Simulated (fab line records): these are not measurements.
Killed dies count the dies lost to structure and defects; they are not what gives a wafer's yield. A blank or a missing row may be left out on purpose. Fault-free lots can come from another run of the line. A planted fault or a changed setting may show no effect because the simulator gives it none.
What tool caused it?    flow nand harc    13 lots, 39 wafers sampled, at 4 steps of a route of 1302

== WHAT THE GAUGES READ, wafer by wafer ==
NHARC_P_ZERO_WELL_CD_MEAS_24: target cd 720 nm. Usual: 719.4 nm for cd nm, sd 2.
lot   measured      on         cd nm (nm)         flag
L685  day 2 08:32   cd sem-02  721.5 719.6 721.8  
L686  day 2 18:31   cd sem-03  717.9 718.4 719.8  
L688  day 3 14:28   cd sem-01  717.6 719.7 719.5  
L689  day 4 00:29   cd sem-03  721.0 720.1 720.9  
L690  day 4 10:34   cd sem-03  719.0 721.1 721.7  
L691  day 4 21:02   cd sem-01  721.3 719.4 721.1  
L693  day 5 16:58   cd sem-01  718.7 721.4 719.9  
L694  day 6 02:31   cd sem-03  713.9 714.7 716.1  
L698  day 7 18:37   cd sem-01  - - -              OFF
L704  day 10 07:47  cd sem-02  723.9 722.6 718.9  
L705  day 10 16:29  cd sem-03  718.8 722.0 722.4  
L706  day 11 02:23  cd sem-03  717.8 720.8 718.2  
L707  day 11 12:21  cd sem-02  718.1 718.0 717.7  

NHARC_P_STI_CD_MEAS_16. Usual: 197.7 nm for cd nm, sd 2.1.
lot   measured      on         cd nm (nm)         flag
L685  day 3 05:32   cd sem-02  196.4 196.3 195.8  
L686  day 3 17:01   cd sem-02  199.1 196.7 198.1  
L688  day 4 12:25   cd sem-03  199.0 199.0 195.1  
L689  day 5 01:08   cd sem-03  195.5 195.7 196.8  
L690  day 5 10:07   cd sem-01  199.1 201.6 198.5  
L691  day 5 18:11   cd sem-01  199.5 195.4 197.7  
L693  day 6 18:02   cd sem-02  195.8 196.6 193.2  
L694  day 7 02:49   cd sem-03  193.2 200.7 197.4  
L704  day 11 04:15  cd sem-02  196.6 201.1 201.6  
L705  day 11 14:26  cd sem-02  197.5 196.2 199.3  
L706  day 11 23:22  cd sem-02  198.3 196.5 199.5  
L707  day 12 11:35  cd sem-01  198.2 199.7 198.2  

== EACH LOT AND THE TOOL THAT RAN IT (in order: tool; ch and the chambers of the sampled wafers; start) ==
lot   NHARC_P_ZERO_WELL_EXPOSE_21        NHARC_P_STI_ETCH_31
L685  krf scanner-04 ch 0, day 2 08:23   rie diel-08 ch 1,2, day 3 05:32 or earlier
L686  krf scanner-03 ch 0, day 2 18:22   rie diel-05 ch 1,2,3, day 3 17:01 or earlier
L688  krf scanner-04 ch 0, day 3 14:18   rie diel-05 ch 1,2, day 4 12:25 or earlier
L689  krf scanner-04 ch 0, day 4 00:20   rie diel-05 ch 0,2,3, day 5 01:08 or earlier
L690  krf scanner-03 ch 0, day 4 10:25   rie diel-05 ch 0,2,3, day 5 10:07 or earlier
L691  krf scanner-02 ch 0, day 4 20:53   rie diel-06 ch 0,1,3, day 5 18:11 or earlier
L693  krf scanner-04 ch 0, day 5 16:48   rie diel-08 ch 1,2,3, day 6 18:02 or earlier
L694  krf scanner-04 ch 0, day 6 02:22   rie diel-08 ch 1,3, day 7 02:49 or earlier
L698  krf scanner-04 ch 0, day 7 18:28   -
L704  krf scanner-02 ch 0, day 10 07:37  rie diel-06 ch 0,1,2, day 11 04:15 or earlier
L705  krf scanner-03 ch 0, day 10 16:19  rie diel-05 ch 1,2,3, day 11 14:26 or earlier
L706  krf scanner-03 ch 0, day 11 02:14  rie diel-08 ch 1,2,3, day 11 23:22 or earlier
L707  krf scanner-03 ch 0, day 11 12:12  rie diel-05 ch 1,2, day 12 11:35 or earlier
- NHARC_P_ZERO_WELL_EXPOSE_21: exposes mask P NWELL, target cd 720 nm.
- NHARC_P_STI_ETCH_31: etches the open film in CF4/CHF3, target depth 108.9 nm, time 54.5 s.

== WHAT THE TOOLS THEMSELVES READ (means of the sampled wafers that have a number; where no wafer has one, the mark that the record gives instead) ==
NHARC_P_STI_ETCH_31. Usual: drypump motor current A 6.0 A, standard deviation 0.45; oes product au 0.960 a.u., standard deviation 0.016; rf vpp V 370.4 V, standard deviation 2; showerhead plenum p Torr 1.57 Torr, standard deviation 0.051; throttle valve pct 16.803 %, standard deviation 0.0089.
lot   tool         drypump motor current A (A)  oes product au (a.u.)  rf vpp V (V)  showerhead plenum p Torr (Torr)  throttle valve pct (%)  flag
L685  rie diel-08  6.1                          0.962                  369.3         1.54                             16.803                  
L686  rie diel-05  6.2                          0.964                  371.9         1.60                             16.797                  
L688  rie diel-05  6.1                          0.957                  370.0         1.57                             16.802                  
L689  rie diel-05  6.2                          0.950                  372.2         1.62                             16.801                  
L690  rie diel-05  6.2                          0.959                  372.0         1.62                             16.799                  
L691  rie diel-06  6.0                          0.946                  367.6         1.49                             16.798                  
L693  rie diel-08  6.0                          0.949                  370.6         1.57                             16.812                  
L694  rie diel-08  6.2                          0.922                  370.3         1.56                             16.800                  
L704  rie diel-06  6.3                          0.948                  368.2         1.51                             16.806                  
L705  rie diel-05  6.1                          0.972                  373.2         1.60                             16.806                  
L706  rie diel-08  6.0                          0.969                  370.4         1.56                             16.800                  
L707  rie diel-05  6.1                          0.962                  370.3         1.56                             16.819                  

== THE ANSWER, worked out from the rows above alone ==
Rule: a lot is off if the mean of its wafers that have a number lies more than 3 standard deviations from the usual mean. Also off: a lot with no number at a reading for which 4 or more lots have one. Where the step has rows for the other lots, those lots are counted as sound. First the gauges in route order, then the tools' own readings, where a lot's mean is used as printed above. At the first step where some lot is off, the reading lying furthest off is the one used; lots without a number count as furthest.
Off, at NHARC_P_ZERO_WELL_CD_MEAS_24 on cd nm: L698. Without a number there: L698.
If a tool, at a process step before that reading, ran all the lots that are off and no sound lot after the first of them, it fits. Gauges at NHARC_P_ZERO_WELL_CD_MEAS_24: tried the same way as those tools. This does not decide it: 2 tools fit, namely krf scanner-04 at NHARC_P_ZERO_WELL_EXPOSE_21 and cd sem-01 at NHARC_P_ZERO_WELL_CD_MEAS_24.

== WHAT THE SIMULATOR HAD INSERTED ==
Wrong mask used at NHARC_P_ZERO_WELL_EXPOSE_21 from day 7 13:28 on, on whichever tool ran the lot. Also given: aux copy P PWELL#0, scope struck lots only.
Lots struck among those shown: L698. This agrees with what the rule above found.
